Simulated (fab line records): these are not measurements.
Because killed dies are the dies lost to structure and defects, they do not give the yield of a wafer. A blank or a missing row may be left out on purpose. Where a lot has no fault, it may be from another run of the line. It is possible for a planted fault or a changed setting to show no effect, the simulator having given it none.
fab line records | flow nand_harc
record: lots: 11 | wafers: 33 | last_day: 24
route steps=1159 shown P_M1@299 END@1159
lots untouched by any fault: they come from a run of this same line in which no faults occurred
start_h: hours from the record's first day to the start of the lot's first wafer shown | wait_h: hours elapsed since this lot's preceding step | " identical to the entry in the row above | L1.1+2: a single row standing in for several wafers | - value missing, or start not given | * or withheld: withheld | < > ~ a bound
route shown NAME@n: a module of which the file shows steps, and the number in the route of the first | usual: mean/standard deviation of fault-free wafers | same: alike in all rows | chamber/n: place in a boat | sites: readings site by site | _std_site: standard deviation of those values | _edge_site: mean of outer sites minus mean of inner sites | radius_mm: for every site, how far away it sits from the centre of the wafer | mask NAME#n: copy n | behind: tool/chamber where the wafer was last shaped | hold: why the lot was held/for how many hours/how that ended | device: whichever transistor did not switch (one of n, p or np) | end of line: tests run on the same wafers once the route is complete | a step without rows: its recipe alone | killed: dies that structure and defects cost at the first sort, which is not the same as the wafer's yield | map: a wafer's dies, x killed, . not, _ none there
set.NAME: the run value of the setting; set.NAME@STEP: its run value at that earlier step | model.NAME: the simulator's own value behind a step, which no gauge read
a sample of lots followed through the steps of the route, with each step as a table and each wafer as a row
services: the hour from which a tool's chamber was out of use, counted from the record's first day as start_h (under 0 if before that day), plus the number of hours and why
== steps ==
step: NHARC_P_M1_ETCH_35
recipe: target_depth_a: 400 | overetch_a: 120 | time_s: 43.94 | ion_energy_ev: 200 | n2_flow_sccm: 150 | h2_flow_sccm: 150 | ar_flow_sccm: 0 | rf_w: 400 | bias_w: 150 | chemistry: N2/H2
usual: drypump_motor_current_A: 5.7/0.41 | oes_product_au: 0.998/0.015 | rf_fwd_power_W: 394.8/1.7 | rf_vpp_V: 432.1/1.7 | showerhead_plenum_p_Torr: 2.09/0.056 | throttle_valve_pct: 14.171/0.0082
lot.wafer | tool        | chamber | start_h | wait_h | drypump_motor_current_A | oes_product_au | rf_fwd_power_W | rf_hours_counter_h | rf_vpp_V | showerhead_plenum_p_Torr | throttle_valve_pct
L120.1    | rie_diel-08 | 0       | 114.60  | 0.1    | 5.1                     | 0.974          | 398.5          | 9.8                | 432.5    | 2.09                     | 14.181
L120.5    | "           | 2       | "       | "      | 5.8                     | 0.969          | 395.4          | -                  | 431.6    | 2.04                     | 14.174
L120.6    | "           | 3       | "       | "      | 5.0                     | 1.023          | 393.2          | -                  | 432.1    | 2.15                     | 14.184
L122.4    | rie_diel-08 | 0       | 137.14  | 0.1    | 5.1                     | 0.979          | 395.0          | 0.1                | 432.1    | 2.09                     | 14.167
L122.5    | "           | 1       | "       | "      | 5.8                     | 0.986          | 393.7          | -                  | 430.9    | 2.01                     | 14.163
L122.6    | "           | 2       | "       | "      | 5.8                     | 0.985          | 395.4          | -                  | 430.3    | 2.04                     | 14.165
L123.4    | rie_diel-06 | 0       | 143.25  | 0.1    | 5.8                     | 0.997          | 394.2          | 1.4                | 432.6    | 2.11                     | 14.176
L123.1    | "           | 2       | "       | "      | 5.3                     | 0.998          | 395.4          | 1.5                | 433.2    | 2.10                     | 14.169
L123.6    | "           | 0       | "       | "      | 5.8                     | 0.996          | 395.6          | -                  | 432.9    | 2.11                     | 14.175
L125.2    | rie_diel-08 | 3       | 151.35  | 0.1    | 5.0                     | 1.023          | 394.7          | 1.4                | 433.8    | 2.14                     | 14.167
L125.1    | "           | 2       | "       | "      | 5.8                     | 0.979          | 396.2          | 1.4                | 429.1    | 2.04                     | 14.187
L125.6    | "           | 3       | "       | "      | 5.0                     | 1.020          | 393.1          | -                  | 433.6    | 2.14                     | 14.161
L126.3    | rie_diel-06 | 2       | 157.85  | 0.1    | 5.4                     | 1.001          | 395.4          | 1.9                | 432.3    | 2.10                     | 14.169
L126.1    | "           | 0       | "       | "      | 5.8                     | 1.012          | 398.2          | 1.9                | 432.3    | 2.11                     | 14.180
L126.5    | "           | 2       | "       | "      | 5.4                     | 1.005          | 393.5          | -                  | 433.6    | 2.10                     | 14.167
L133.4    | rie_diel-08 | 2       | 201.07  | 0.1    | 5.8                     | 0.981          | 392.4          | 4.5                | 431.3    | 2.04                     | 14.176
L133.1    | "           | 3       | "       | "      | 5.0                     | 1.015          | 397.1          | 4.1                | 431.9    | 2.14                     | 14.170
L133.6    | "           | 1       | "       | "      | 5.7                     | 0.994          | 393.6          | -                  | 429.6    | 2.01                     | 14.172
L139.4    | rie_diel-06 | 2       | 231.92  | 0.1    | 5.3                     | 1.003          | 391.6          | 3.8                | 433.1    | 2.10                     | 14.168
L139.2    | "           | 0       | "       | "      | 5.8                     | 1.002          | 394.7          | 3.8                | 433.8    | 2.11                     | 14.180
L139.3    | "           | 1       | "       | "      | 6.3                     | 1.020          | 396.2          | 3.9                | 430.7    | 2.01                     | 14.162
L138.3    | rie_diel-02 | 1       | 232.38  | 0.1    | 6.2                     | 0.997          | 393.1          | 4.9                | 432.0    | 2.12                     | 14.165
L138.4    | "           | 1       | "       | "      | 6.2                     | 0.994          | 393.4          | -                  | 432.9    | 2.12                     | 14.171
L138.6    | "           | 2       | "       | "      | 6.1                     | 0.991          | 396.4          | -                  | 434.9    | 2.14                     | 14.172
L141.3    | rie_diel-02 | 2       | 243.56  | 0.1    | 6.1                     | 0.980          | 397.8          | 5.5                | 433.6    | 2.14                     | 14.174
L141.1    | "           | 0       | "       | "      | 5.5                     | 1.006          | 397.3          | 5.4                | 430.8    | 2.06                     | 14.167
L141.6    | "           | 1       | "       | "      | 6.2                     | 0.985          | 395.3          | -                  | 434.5    | 2.12                     | 14.182
L142.2    | rie_diel-06 | 3       | 261.54  | 0.1    | 6.0                     | 1.011          | 394.0          | 0.2                | 434.1    | 2.18                     | 14.168
L142.1    | "           | 2       | "       | "      | 5.3                     | 1.012          | 393.5          | 0.2                | 431.6    | 2.10                     | 14.186
L142.6    | "           | 0       | "       | "      | 5.8                     | 0.999          | 392.7          | -                  | 432.2    | 2.11                     | 14.164
L143.3    | rie_diel-02 | 3       | 262.37  | 0.1    | 6.0                     | 1.030          | 394.8          | 7.8                | 430.5    | 1.99                     | 14.193
L143.4    | "           | 0       | "       | "      | 5.5                     | 1.009          | 396.8          | 7.2                | 430.9    | 2.06                     | 14.177
L143.6    | "           | 3       | "       | "      | 6.0                     | 1.032          | 393.6          | -                  | 429.6    | 1.99                     | 14.179
step: NHARC_P_M1_STRIP_18
recipe: power_w: 1000 | n2_flow_sccm: 150 | h2_flow_sccm: 150 | ar_flow_sccm: 0 | bias_w: 0 | chemistry: N2/H2
usual: drypump_motor_current_A: 5.7/0.42 | oes_product_au: 0.999/0.012 | rf_fwd_power_W: 997/3.5 | rf_vpp_V: 91.0/0.91 | showerhead_plenum_p_Torr: 2.09/0.057 | throttle_valve_pct: 14.170/0.0094
lot.wafer | tool        | chamber | start_h | wait_h | drypump_motor_current_A | oes_product_au | rf_fwd_power_W | rf_hours_counter_h | rf_vpp_V | showerhead_plenum_p_Torr | throttle_valve_pct
L120.1    | rie_diel-06 | 2       | 114.90  | 0.1    | 5.3                     | 0.986          | 998            | 1.1                | 90.8     | 2.10                     | 14.167
L120.6    | "           | 2       | "       | "      | 5.3                     | 0.992          | 997            | -                  | 89.8     | 2.10                     | 14.177
L120.5    | "           | 3       | "       | "      | 6.0                     | 1.014          | 994            | -                  | 90.3     | 2.19                     | 14.184
L122.4    | rie_diel-06 | 3       | 137.42  | 0.1    | 6.0                     | 1.010          | 996            | 1.3                | 92.4     | 2.19                     | 14.165
L122.6    | "           | 3       | "       | "      | 6.0                     | 1.009          | 992            | -                  | 92.2     | 2.18                     | 14.174
L122.5    | "           | 0       | "       | "      | 5.8                     | 1.006          | 997            | -                  | 92.2     | 2.11                     | 14.162
L123.1    | rie_diel-08 | 3       | 143.57  | 0.1    | 5.0                     | 1.021          | 996            | 1.0                | 92.3     | 2.14                     | 14.173
L123.4    | "           | 3       | "       | "      | 5.0                     | 1.013          | 999            | -                  | 90.5     | 2.15                     | 14.179
L123.6    | "           | 0       | "       | "      | 5.1                     | 0.988          | 1001           | -                  | 90.7     | 2.09                     | 14.165
L125.2    | rie_diel-08 | 3       | 151.68  | 0.1    | 5.0                     | 1.015          | 999            | 1.5                | 90.9     | 2.14                     | 14.165
L125.1    | "           | 2       | "       | "      | 5.8                     | 0.978          | 998            | 1.5                | 91.8     | 2.04                     | 14.178
L125.6    | "           | 3       | "       | "      | 5.0                     | 1.017          | 1003           | -                  | 91.5     | 2.14                     | 14.150
L126.1    | rie_diel-06 | 0       | 158.28  | 0.1    | 5.8                     | 1.001          | 993            | 2.0                | 92.0     | 2.11                     | 14.162
L126.3    | "           | 2       | "       | "      | 5.3                     | 0.999          | 997            | 2.0                | 90.9     | 2.10                     | 14.167
L126.5    | "           | 0       | "       | "      | 5.8                     | 1.003          | 997            | -                  | 90.3     | 2.11                     | 14.176
L133.4    | rie_diel-06 | 0       | 201.40  | 0.1    | 5.8                     | 1.015          | 1002           | 3.0                | 91.1     | 2.11                     | 14.153
L133.1    | "           | 2       | "       | "      | 5.3                     | 1.006          | 1003           | 3.1                | 91.6     | 2.10                     | 14.177
L133.6    | "           | 0       | "       | "      | 5.8                     | 1.010          | 997            | -                  | 89.4     | 2.11                     | 14.156
L139.4    | rie_diel-08 | 0       | 232.22  | 0.1    | 5.1                     | 0.980          | 994            | 6.7                | 91.2     | 2.08                     | 14.164
L139.3    | "           | 2       | "       | "      | 5.8                     | 0.984          | 997            | 7.2                | 90.6     | 2.04                     | 14.165
L139.2    | "           | 3       | "       | "      | 5.0                     | 1.012          | 1000           | 6.3                | 90.9     | 2.14                     | 14.154
L138.3    | rie_diel-06 | 2       | 232.70  | 0.1    | 5.3                     | 0.987          | 993            | 3.8                | 89.4     | 2.10                     | 14.164
L138.4    | "           | 0       | "       | "      | 5.8                     | 1.006          | 997            | 3.9                | 91.0     | 2.11                     | 14.174
L138.6    | "           | 2       | "       | "      | 5.4                     | 1.005          | 999            | -                  | 91.3     | 2.10                     | 14.178
L141.3    | rie_diel-08 | 1       | 243.85  | 0.1    | 5.7                     | 0.972          | 991            | 7.1                | 89.7     | 2.01                     | 14.178
L141.1    | "           | 2       | "       | "      | 5.8                     | 0.984          | 991            | 7.5                | 90.6     | 2.04                     | 14.189
L141.6    | "           | 2       | "       | "      | 5.8                     | 0.988          | 992            | -                  | 89.1     | 2.04                     | 14.171
L142.1    | rie_diel-08 | 0       | 261.86  | 0.1    | 5.1                     | 1.000          | 999            | 8.4                | 91.4     | 2.08                     | 14.182
L142.2    | "           | 2       | "       | "      | 5.8                     | 0.988          | 993            | 9.0                | 90.1     | 2.04                     | 14.167
L142.6    | "           | 3       | "       | "      | 5.0                     | 1.000          | 997            | -                  | 91.3     | 2.14                     | 14.162
L143.4    | rie_diel-06 | 0       | 262.67  | 0.1    | 5.8                     | 0.999          | 997            | 0.3                | 89.5     | 2.11                     | 14.176
L143.3    | "           | 3       | "       | "      | 6.0                     | 1.004          | 996            | 0.3                | 91.1     | 2.18                     | 14.183
L143.6    | "           | 0       | "       | "      | 5.8                     | 1.002          | 997            | -                  | 90.4     | 2.11                     | 14.168
step: NHARC_P_M1_DEGAS_29
recipe: temp_c: 250 | time_s: 60
usual: heater_power_w: 344/27
lot.wafer | tool           | chamber | start_h | wait_h | heater_power_w
L120.1    | pvd_sputter-01 | -       | 115.54  | -      | 332
L120.5    | "              | -       | "       | "      | 321
L120.6    | "              | -       | "       | "      | 311
L122.4    | pvd_sputter-02 | -       | 138.07  | -      | 326
L122.6    | "              | -       | "       | "      | 331
L122.5    | "              | -       | "       | "      | 333
L123.1    | pvd_sputter-03 | -       | 144.24  | -      | 394
L123.4    | "              | -       | "       | "      | 368
L123.6    | "              | -       | "       | "      | 387
L125.1    | pvd_sputter-02 | -       | 152.38  | -      | 350
L125.2    | "              | -       | "       | "      | 304
L125.6    | "              | -       | "       | "      | 310
L126.3    | pvd_sputter-02 | -       | 158.94  | -      | 324
L126.1    | "              | -       | "       | "      | 350
L126.5    | "              | -       | "       | "      | 337
L133.4    | pvd_sputter-03 | -       | 202.02  | -      | 375
L133.1    | "              | -       | "       | "      | 366
L133.6    | "              | -       | "       | "      | 361
L139.3    | pvd_sputter-03 | -       | 232.87  | -      | 391
L139.2    | "              | -       | "       | "      | 371
L139.4    | "              | -       | "       | "      | 371
L138.4    | pvd_sputter-02 | -       | 233.35  | -      | 318
L138.3    | "              | -       | "       | "      | 350
L138.6    | "              | -       | "       | "      | 321
L141.1    | pvd_sputter-01 | -       | 244.49  | -      | 325
L141.3    | "              | -       | "       | "      | 322
L141.6    | "              | -       | "       | "      | 312
L142.1    | pvd_sputter-02 | -       | 262.49  | -      | 345
L142.2    | "              | -       | "       | "      | 325
L142.6    | "              | -       | "       | "      | 351
L143.4    | pvd_sputter-01 | -       | 263.31  | -      | 329
L143.3    | "              | -       | "       | "      | 311
L143.6    | "              | -       | "       | "      | 333
step: NHARC_P_M1_ECD_22
recipe: target_thk_a: 4000 | bath_temp_c: 25 | material: Cu
lot.wafer  | tool      | chamber | start_h | wait_h
L120.1+6+5 | ecd_cu-02 | 0,0,1   | 115.90  | -
L122.4+5+6 | ecd_cu-01 | 1,0,1   | 138.58  | -
L123.1+4+6 | ecd_cu-02 | 1       | 144.60  | -
L125.2+1+6 | ecd_cu-02 | 1,0,0   | 152.75  | -
L126.1+3+5 | ecd_cu-01 | 1,0,0   | 159.34  | -
L133.1+4+6 | ecd_cu-01 | 1,0,0   | 202.38  | -
L139.2+4+3 | ecd_cu-02 | 0,1,0   | 233.27  | -
L138.3+4+6 | ecd_cu-02 | 0,1,0   | 233.82  | -
L141.1+3+6 | ecd_cu-02 | 0,1,0   | 244.90  | -
L142.2+1+6 | ecd_cu-02 | 0,1,0   | 262.84  | -
L143.4+3+6 | ecd_cu-01 | 0,1,1   | 263.78  | -
step: NHARC_P_M1_CMP_23
recipe: t_overpolish_s: 20 | target_thk_nm: 157.82
usual: motor_current_A: 12.1/1.6 | slurry_filter_dp_kPa: 13.51/0.14 | time_to_endpoint_s: 28/3.7
lot.wafer | tool   | chamber | start_h | wait_h | motor_current_A | slurry_filter_dp_kPa | time_to_endpoint_s
L120.1    | cmp-04 | 3       | 116.68  | -      | 10.3            | 13.44                | 22
L120.6    | "      | 2       | "       | "      | 11.3            | 13.47                | 22
L120.5    | "      | 3       | "       | "      | 10.5            | 13.85                | 22
L122.4    | cmp-03 | 3       | 139.21  | -      | 11.9            | 13.58                | 25
L122.5    | "      | 1       | "       | "      | 15.9            | 13.64                | 23
L122.6    | "      | 2       | "       | "      | 13.6            | 13.64                | 26
L123.4    | cmp-04 | 1       | 145.33  | -      | 10.8            | 13.04                | 29
L123.1    | "      | 3       | "       | "      | 10.4            | 13.82                | 25
L123.6    | "      | 1       | "       | "      | 10.6            | 13.54                | 31
L125.1    | cmp-02 | 0       | 153.46  | -      | 11.5            | 13.51                | 31
L125.2    | "      | 3       | "       | "      | 11.8            | 13.57                | 28
L125.6    | "      | 1       | "       | "      | 11.0            | 13.45                | 27
L126.3    | cmp-04 | 1       | 160.04  | -      | 11.3            | 13.42                | 28
L126.1    | "      | 2       | "       | "      | 12.0            | 13.62                | 21
L126.5    | "      | 1       | "       | "      | 10.4            | 13.55                | 31
L133.1    | cmp-02 | 3       | 203.13  | -      | 11.9            | 13.58                | 28
L133.4    | "      | 1       | "       | "      | 12.1            | 13.34                | 8
L133.6    | "      | 2       | "       | "      | 9.4             | 13.50                | 11
L139.2    | cmp-02 | 1       | 233.97  | -      | 12.2            | 13.53                | 31
L139.3    | "      | 3       | "       | "      | 11.4            | 13.55                | 31
L139.4    | "      | 0       | "       | "      | 11.1            | 13.41                | 36
L138.4    | cmp-02 | 2       | 234.50  | -      | 10.0            | 13.45                | 27
L138.3    | "      | 3       | "       | "      | 11.1            | 13.67                | 30
L138.6    | "      | 0       | "       | "      | 11.4            | 13.41                | 32
L141.1    | cmp-04 | 3       | 245.60  | -      | 10.9            | 13.28                | 25
L141.3    | "      | 0       | "       | "      | 13.5            | 13.52                | 30
L141.6    | "      | 0       | "       | "      | 13.5            | 13.51                | 31
L142.2    | cmp-04 | 1       | 263.60  | -      | 10.4            | 13.49                | 32
L142.1    | "      | 2       | "       | "      | 12.7            | 13.57                | 25
L142.6    | "      | 1       | "       | "      | 10.2            | 13.51                | 34
L143.4    | cmp-02 | 1       | 264.47  | -      | 11.0            | 13.40                | 27
L143.3    | "      | 2       | "       | "      | 9.9             | 13.30                | 28
L143.6    | "      | 0       | "       | "      | 11.4            | 13.47                | 34
step: NHARC_END_SORT_01
recipe: temp_c: 25
usual: defect_limited_yield: 95.3/1.5 | killed_at_array: 28/10 | killed_at_other: 0.6/1.1 | killed_at_periphery: 3.6/2.6 | killed_dies: 32/10 | killed_open: 3.3/1.8 | killed_short: 1.9/1.4 | sort_bin_2_pct: 1.5/0.61 | sort_bin_3_pct: 0.27/0.2 | sort_bin_4_pct: 3.0/1 | sort_n_pass: 645/10 | sort_rim_yield_pct: 97.3/1.9 | sort_yield_pct: 95.3/1.5
same: gross_dies: 677 | sort_bin_5_pct[%]: 0 | sort_bin_6_pct[%]: 0 | sort_bin_7_pct[%]: 0 | sort_bin_8_pct[%]: 0 | sort_rim_n_gross: 106.00
lot.wafer | tool      | chamber | start_h | wait_h | defect_limited_yield[%] | killed_at_array | killed_at_other | killed_at_periphery | killed_dies | killed_open | killed_short | sort_bin_2_pct[%] | sort_bin_3_pct[%] | sort_bin_4_pct[%] | sort_n_pass | sort_rim_yield_pct[%] | sort_yield_pct[%]
L143.3    | prober-01 | 0       | 579.27  | 3.1    | 96.5                    | 20              | 0               | 4                   | 24          | 6           | 4            | 1.5               | 0                 | 2.1               | 653         | 98.1                  | 96.5
L143.4    | prober-01 | 0       | 580.07  | 3.4    | 97.0                    | 17              | 0               | 3                   | 20          | 3           | 1            | 0.6               | 0.15              | 2.2               | 657         | 97.2                  | 97.0
L143.6    | prober-01 | 0       | 581.66  | 4.0    | 96.6                    | 17              | 1               | 5                   | 23          | 3           | 2            | 0.9               | 0                 | 2.5               | 654         | 97.2                  | 96.6
killed by level:class
L143.3 A_CHANNEL_HOLE_D1:chamber_film_flake=8 A_WL_FILL:geometric_particle:open=2 A_CONTACT:geometric_particle:open=2 A_CONTACT:geometric_particle:short=2 P_GATE:chamber_film_flake=2 A_CONTACT:chamber_film_flake=2 P_M0:geometric_particle:open=1 A_WL_FILL:geometric_particle:short=1
L143.4 A_CHANNEL_HOLE_D1:chamber_film_flake=11 A_ONON_D1:geometric_particle:short=1 A_STAIRCASE:geometric_particle:open=1 A_CONTACT:geometric_particle:open=1 A_M1:geometric_particle:open=1 P_ZERO_WELL:chamber_film_flake=1 P_STI:chamber_film_flake=1 P_GATE:chamber_film_flake=1
L143.6 A_CHANNEL_HOLE_D1:chamber_film_flake=8 P_GATE:chamber_film_flake=4 A_CONTACT:chamber_film_flake=3 A_ONON_D1:geometric_particle:open=1 A_CHANNEL_FILL_D1:geometric_particle:short=1 A_SLIT:geometric_particle:open=1 A_WL_FILL:geometric_particle:short=1 STARTING-WAFER:geometric_particle:open=1
== services ==
tool           | chamber | start_h | hours | kind
ecd_cu-01      | -       | 96.13   | 8.0   | pm
pvd_sputter-03 | -       | 102.00  | 10.0  | pm
cmp-04         | -       | 105.00  | 4.0   | pm
rie_diel-08    | -       | 124.80  | 9.0   | pm
cmp-02         | -       | 129.49  | 4.0   | pm
rie_diel-02    | 3       | 139.12  | 13.1  | repair
rie_diel-08    | 1       | 142.55  | 12.7  | repair
ecd_cu-01      | -       | 151.69  | 2.7   | repair
cmp-02         | -       | 155.45  | 0.8   | repair
ecd_cu-02      | -       | 174.00  | 6.1   | repair
cmp-02         | -       | 177.20  | 1.7   | repair
ecd_cu-02      | -       | 180.11  | 8.0   | pm
rie_diel-06    | 2       | 182.29  | 6.3   | repair
rie_diel-06    | -       | 187.08  | 1.7   | repair
cmp-04         | -       | 203.00  | 4.0   | pm
cmp-02         | -       | 206.83  | 2.4   | repair
ecd_cu-02      | -       | 211.44  | 1.6   | repair
pvd_sputter-02 | -       | 214.06  | 10.0  | pm
rie_diel-08    | -       | 223.26  | 0.2   | repair
cmp-02         | -       | 225.55  | 4.3   | repair
cmp-02         | -       | 229.89  | 4.0   | pm
cmp-04         | -       | 232.61  | 1.9   | repair
rie_diel-06    | -       | 241.20  | 9.0   | pm
pvd_sputter-02 | -       | 250.20  | 1.5   | repair
== key ==
first_sign: step: NHARC_P_M1_CMP_23 | reading: time_to_endpoint_s | direction: down | sigmas: 5 | usual: * | struck: *
effect none on later readings
met_at NHARC_P_M1_ECD_22
struck_lots L133
struck_wafers L133.4,L133.6
not_acting_at NHARC_P_M1_ETCH_35,NHARC_P_M1_STRIP_18,NHARC_P_M1_DEGAS_29
onset_between 159.34 202.38
fault: kind: process_parameter_drift | tool: ecd_cu-01 | chamber: 0 | onset_h: 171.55 | steps: NHARC_P_M1_ECD_22 | channel: target_thk_a | offset: * | shape: step | end_h: 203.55 | acts_in: * | stated: *
